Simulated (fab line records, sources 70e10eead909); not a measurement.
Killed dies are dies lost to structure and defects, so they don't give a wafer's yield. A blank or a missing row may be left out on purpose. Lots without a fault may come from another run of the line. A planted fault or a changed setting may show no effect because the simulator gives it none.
Which tool did it? | flow nand_harc | 11 lots, 33 wafers sampled, at 6 steps of a route of 1302

WHAT THE GAUGES READ, wafer by wafer
NHARC_A_CHANNEL_HOLE_D1_INSPECT_40.
lot  | measured     | on                | raw_defect_count
L312 | day 9 13:21  | defect_inspect-02 | 44 55 37
L315 | day 10 01:16 | defect_inspect-01 | 81 108 88
L314 | day 10 01:55 | defect_inspect-02 | 56 40 30
L317 | day 11 06:59 | defect_inspect-01 | 679 712 733
L319 | day 12 06:02 | defect_inspect-01 | 727 632 668
L326 | day 14 20:08 | defect_inspect-01 | 96 66 94
L328 | day 15 17:51 | defect_inspect-01 | 95 104 100
L329 | day 16 14:39 | defect_inspect-02 | 75 71 61
L332 | day 17 15:50 | defect_inspect-02 | 64 54 46
L333 | day 18 04:53 | defect_inspect-02 | 52 52 27
L334 | day 18 13:11 | defect_inspect-02 | 46 29 78

NHARC_END_SORT_01.
lot  | measured     | on        | killed_at_array | killed_at_other | killed_at_periphery | killed_dies | killed_open | killed_short
L317 | day 26 23:45 | prober-01 | 116 129 122     | 0 0 1           | 3 0 1               | 119 129 124 | 1 1 1       | 2 1 1
L319 | day 27 06:42 | prober-01 | 120 113 124     | 5 0 0           | 8 3 6               | 133 116 130 | 5 1 5       | 3 2 6
L326 | day 30 19:30 | prober-02 | 48 52 55        | 1 3 4           | 4 7 4               | 53 62 63    | 3 3 2       | 6 2 2

WHICH TOOL RAN EACH LOT (tool, then ch and the chambers of the sampled wafers, then the start)
lot  | NHARC_A_CHANNEL_HOLE_D1_ETCH_19  | NHARC_A_CHANNEL_HOLE_D1_ETCH_24  | NHARC_A_CHANNEL_HOLE_D1_ETCH_33  | NHARC_A_CHANNEL_FILL_D1_ALD_15
L312 | har_etch-01 ch 0,1, day 9 07:40  | har_etch-01 ch 0,1, day 9 09:47  | har_etch-01 ch 0,1, day 9 11:37  | ald_sin_batch-02 ch 0, no start
L315 | har_etch-02 ch 0,1, day 9 19:35  | har_etch-02 ch 0,1, day 9 21:49  | har_etch-02 ch 0,1, day 9 23:35  | ald_sin_batch-02 ch 0, no start
L314 | har_etch-01 ch 0, day 9 20:10    | har_etch-01 ch 0, day 9 22:25    | har_etch-01 ch 0, day 10 00:11   | ald_sin_batch-02 ch 0, no start
L317 | har_etch-02 ch 0,1, day 11 01:16 | har_etch-02 ch 0,1, day 11 03:25 | har_etch-02 ch 0,1, day 11 05:16 | ald_sin_batch-02 ch 0, day 26 23:45 or earlier
L319 | har_etch-02 ch 0, day 11 20:08   | har_etch-02 ch 0, day 12 00:23   | har_etch-02 ch 0, day 12 04:07   | ald_sin_batch-01 ch 0, day 27 06:42 or earlier
L326 | har_etch-02 ch 0,1, day 14 14:27 | har_etch-02 ch 0,1, day 14 16:35 | har_etch-02 ch 0,1, day 14 18:25 | ald_sin_batch-02 ch 0, day 30 19:30 or earlier
L328 | har_etch-02 ch 0,1, day 15 12:10 | har_etch-02 ch 0,1, day 15 14:24 | har_etch-02 ch 0,1, day 15 16:08 | ald_sin_batch-01 ch 0, no start
L329 | har_etch-01 ch 0,1, day 16 08:28 | har_etch-01 ch 0,1, day 16 10:56 | har_etch-01 ch 0,1, day 16 12:28 | ald_sin_batch-02 ch 0, day 17 01:45
L332 | har_etch-02 ch 0,1, day 17 10:00 | har_etch-02 ch 0,1, day 17 12:08 | har_etch-02 ch 0,1, day 17 13:58 | ald_sin_batch-03 ch 0, no start
L333 | har_etch-02 ch 0,1, day 17 17:59 | har_etch-02 ch 0,1, day 18 01:26 | har_etch-02 ch 0,1, day 18 03:11 | ald_sin_batch-02 ch 0, no start
L334 | har_etch-02 ch 0,1, day 18 07:33 | har_etch-02 ch 0,1, day 18 09:46 | har_etch-02 ch 0,1, day 18 11:30 | ald_sin_batch-03 ch 0, no start
- NHARC_A_CHANNEL_HOLE_D1_ETCH_19: etches the open film in C4F8/O2/Ar, time 34.5 s.
- NHARC_A_CHANNEL_HOLE_D1_ETCH_24: etches the open film in C4F8/O2/Ar, time 906.2 s, target depth 1500 nm.
- NHARC_A_CHANNEL_HOLE_D1_ETCH_33: etches the open film in C4F8/O2/Ar, time 90 s, target depth 400 nm.
- NHARC_A_CHANNEL_FILL_D1_ALD_15: deposits SiNx, target thk 2 nm, pulse time 60 s, ald cycles 19.

WHAT THE TOOLS THEMSELVES READ (means of the sampled wafers that have a number; where no wafer has one, the mark that the record gives instead)
NHARC_A_CHANNEL_HOLE_D1_ETCH_19.
lot  | tool        | drypump_motor_current_A (A) | oes_air_line_au (a.u.) | rf_fwd_power_W (W) | showerhead_plenum_p_Torr (Torr) | temp_c (C) | throttle_valve_pct (%)
L312 | har_etch-01 | 6.6                         | 1.007                  | 2439               | 3.69                            | -20.01     | 37.037
L315 | har_etch-02 | 5.6                         | 1.011                  | 2442               | 3.80                            | -20.05     | 37.036
L314 | har_etch-01 | 6.5                         | 1.001                  | 2443               | 3.53                            | -19.80     | 37.037
L317 | har_etch-02 | 5.6                         | 0.979                  | 2442               | 3.79                            | -19.98     | 37.037
L319 | har_etch-02 | 5.5                         | 0.982                  | 2431               | 3.79                            | -19.98     | 37.027
L326 | har_etch-02 | 5.7                         | 1.002                  | 2452               | 3.77                            | -19.95     | 37.038
L328 | har_etch-02 | 5.6                         | 1.009                  | 2439               | 3.76                            | -20.03     | 37.038
L329 | har_etch-01 | 6.6                         | 0.983                  | 2425               | 3.64                            | -20.02     | 37.033
L332 | har_etch-02 | 5.7                         | 1.005                  | 2448               | 3.76                            | -19.93     | 37.042
L333 | har_etch-02 | 5.6                         | 1.009                  | 2449               | 3.74                            | -19.93     | 37.038
L334 | har_etch-02 | 5.7                         | 1.021                  | 2440               | 3.75                            | -20.08     | 37.039

NHARC_A_CHANNEL_HOLE_D1_ETCH_24.
lot  | tool        | drypump_motor_current_A (A) | oes_air_line_au (a.u.) | showerhead_plenum_p_Torr (Torr) | temp_c (C) | throttle_valve_pct (%)
L312 | har_etch-01 | 6.5                         | 0.995                  | 3.65                            | -20.10     | 32.246
L315 | har_etch-02 | 5.6                         | 1.004                  | 3.75                            | -19.95     | 32.239
L314 | har_etch-01 | 6.5                         | 0.981                  | 3.49                            | -20.02     | 32.232
L317 | har_etch-02 | 5.6                         | 0.982                  | 3.74                            | -20.11     | 32.242
L319 | har_etch-02 | 5.6                         | 1.014                  | 3.74                            | -20.09     | 32.232
L326 | har_etch-02 | 5.6                         | 1.005                  | 3.72                            | -19.91     | 32.241
L328 | har_etch-02 | 5.6                         | 1.002                  | 3.71                            | -19.94     | 32.231
L329 | har_etch-01 | 6.5                         | 0.991                  | 3.59                            | -19.99     | 32.233
L332 | har_etch-02 | 5.7                         | 0.999                  | 3.71                            | -20.04     | 32.235
L333 | har_etch-02 | 5.6                         | 1.011                  | 3.69                            | -19.96     | 32.232
L334 | har_etch-02 | 5.6                         | 1.018                  | 3.70                            | -20.02     | 32.232

NHARC_A_CHANNEL_HOLE_D1_ETCH_33.
lot  | tool        | drypump_motor_current_A (A) | oes_air_line_au (a.u.) | rf_fwd_power_W (W) | showerhead_plenum_p_Torr (Torr) | temp_c (C) | throttle_valve_pct (%)
L312 | har_etch-01 | 6.5                         | 0.989                  | 1989               | 3.69                            | -20.03     | 27.621
L315 | har_etch-02 | 5.6                         | 1.001                  | 1988               | 3.80                            | -20.05     | 27.619
L314 | har_etch-01 | 6.5                         | 0.980                  | 1976               | 3.53                            | -19.99     | 27.617
L317 | har_etch-02 | 5.6                         | 1.002                  | 1990               | 3.79                            | -20.00     | 27.615
L319 | har_etch-02 | 5.6                         | 0.999                  | 1985               | 3.78                            | -20.01     | 27.621
L326 | har_etch-02 | 5.7                         | 1.013                  | 1986               | 3.77                            | -20.06     | 27.617
L328 | har_etch-02 | 5.6                         | 1.005                  | 1993               | 3.75                            | -19.95     | 27.618
L329 | har_etch-01 | 6.5                         | 0.984                  | 1992               | 3.63                            | -19.92     | 27.619
L332 | har_etch-02 | 5.7                         | 1.017                  | 1986               | 3.75                            | -20.15     | 27.615
L333 | har_etch-02 | 5.6                         | 0.999                  | 1985               | 3.74                            | -20.10     | 27.628
L334 | har_etch-02 | 5.7                         | 0.999                  | 1987               | 3.74                            | -19.97     | 27.617

NHARC_A_CHANNEL_FILL_D1_ALD_15.
lot  | tool             | precursor_pulse_height_rel
L312 | ald_sin_batch-02 | 1.004
L315 | ald_sin_batch-02 | 1.003
L314 | ald_sin_batch-02 | 1.007
L317 | ald_sin_batch-02 | 0.998
L319 | ald_sin_batch-01 | 1.002
L326 | ald_sin_batch-02 | 0.990
L328 | ald_sin_batch-01 | 1.011
L329 | ald_sin_batch-02 | 0.988
L332 | ald_sin_batch-03 | 0.994
L333 | ald_sin_batch-02 | 1.002
L334 | ald_sin_batch-03 | 1.009

THE ANSWER, worked out from the rows above alone
Rule: what is usual is taken from the lots themselves. Put in order of their means at a reading, lots are off if they are a third of the lots or fewer, leave a main group of 4 or more, and stand apart from it by a gap of 3 or more times the standard deviation of the main group's means; of several such gaps the widest counts. A main group whose means are all the same, to the digits that the tables above print for the reading, isn't used. A lot without any number at a reading at which 4 lots or more have one is off too. The other lots that the step has rows for count as sound. The gauges are gone through in route order, then the tools' own readings, and for those a lot's mean is taken as printed above. The first step at which some lot is off is used, and at that step the reading that is off furthest; a lot without a number counts as furthest.
Off: L317, L319, at NHARC_A_CHANNEL_HOLE_D1_INSPECT_40 (raw_defect_count). The main group: mean 65, standard deviation 21.
A tool fits if, at a process step before that reading, it ran every lot that is off, and no sound lot after the first of them. The gauges at NHARC_A_CHANNEL_HOLE_D1_INSPECT_40 aren't tried: what is off there is off at NHARC_A_CHANNEL_HOLE_D1_ETCH_19 too, on other tools, and a gauge's error can't cause that. None of those tried fits.

WHAT THE SIMULATOR HAD PUT IN
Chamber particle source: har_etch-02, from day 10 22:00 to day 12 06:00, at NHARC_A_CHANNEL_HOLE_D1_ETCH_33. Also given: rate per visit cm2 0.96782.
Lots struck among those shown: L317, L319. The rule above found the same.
